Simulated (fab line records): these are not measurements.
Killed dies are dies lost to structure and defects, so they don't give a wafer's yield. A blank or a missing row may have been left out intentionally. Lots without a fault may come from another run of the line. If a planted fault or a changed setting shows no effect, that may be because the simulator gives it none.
Chamber matching | flow nand harc | NHARC_A_SGD_CUT_DEP_00 on pecvd-02 has 3 sister chambers
The step deposits SiNx, target thk 50 nm. 3 wafers are shown with their chamber, then 9 later ones without.

## WAFERS PAIRED WITH THEIR CHAMBERS
wafer  | chamber | heater power w (W)
L886.1 | 1       | 521
L891.5 | 0       | 789
L891.6 | 2       | 794

## WAFERS WITH NO CHAMBER GIVEN
wafer  | heater power w (W)
L892.1 | 720
L892.3 | 512
L892.5 | 803
L894.1 | 857
L894.3 | 583
L894.6 | 573
L896.1 | 529
L896.2 | 803
L896.3 | 811

## THE CHAMBER EACH PASSED THROUGH
wafer  | from the rows above     | in truth
L892.1 | can't be placed: 0 or 2 | 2
L892.3 | 1                       | 1
L892.5 | can't be placed: 2 or 0 | 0
L894.1 | can't be placed: 2 or 0 | 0
L894.3 | 1                       | 1
L894.6 | 1                       | 1
L896.1 | 1                       | 1
L896.2 | can't be placed: 2 or 0 | 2
L896.3 | can't be placed: 2 or 0 | 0
Correctly placed: 4 of 9. Can't be placed from these rows: 5 (the true chamber is among the candidates in 5). 0 placed wrongly.
How it was worked out, from the rows above alone: a wafer's distance from a chamber is the root of the sum, over the readings, of the square of ((its reading less the chamber's mean) divided by the reading's scatter). If the next closest chamber is less than 2 further off than the closest, the wafer can't be placed; otherwise it belongs to the closest. A chamber's mean is the mean of its shown wafers. The scatter (one wafer shown for each chamber): square how far every hidden wafer sits from the nearest shown wafer, average those squares and take the square root.
